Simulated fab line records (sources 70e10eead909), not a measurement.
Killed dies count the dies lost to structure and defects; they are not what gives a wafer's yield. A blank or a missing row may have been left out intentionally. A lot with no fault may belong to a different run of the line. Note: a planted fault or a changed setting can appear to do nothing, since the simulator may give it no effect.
Chamber matching	flow nand_harc	NHARC_P_BONDPAD_ETCH_37 on rie_diel-04 has 4 sister chambers
The step etches the open film in N2/H2, target depth 60 nm, overetch 18 nm, time 65.91 s. 4 wafers are shown with their chamber, then 7 later ones without.

WAFERS PAIRED WITH THEIR CHAMBERS
wafer	chamber	drypump_motor_current_A (A)
L108.5	1	5.3
L109.5	3	5.3
L115.2	0	6.0
L115.3	2	4.8

WAFERS WHOSE CHAMBER IS MISSING
wafer	drypump_motor_current_A (A)
L115.5	4.8
L118.1	5.3
L118.5	5.3
L117.1	5.2
L117.2	4.9
L120.2	4.9
L120.5	5.3

CHAMBER TAKEN BY EACH
wafer	from the rows above	in truth
L115.5	2	2
L118.1	can't be placed: 1 or 3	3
L118.5	can't be placed: 1 or 3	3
L117.1	can't be placed: 1 or 3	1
L117.2	2	2
L120.2	2	2
L120.5	can't be placed: 1 or 3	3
3 of 7 placed correctly. Unplaceable from these rows: 4, with the true chamber sitting among the candidates in 4. Wrongly placed: 0.
How it was worked out, from the rows above alone: a wafer's distance from a chamber is the root of the sum, over the readings, of the square of ((its reading less the chamber's mean) divided by the reading's scatter). If the next closest chamber is less than 2 further off than the closest, the wafer can't be placed; otherwise it belongs to the closest. Each chamber's mean is taken over the wafers shown for it. The scatter: with one shown wafer a chamber, the root of the mean of the squares of how far each hidden wafer lies from its nearest shown one.
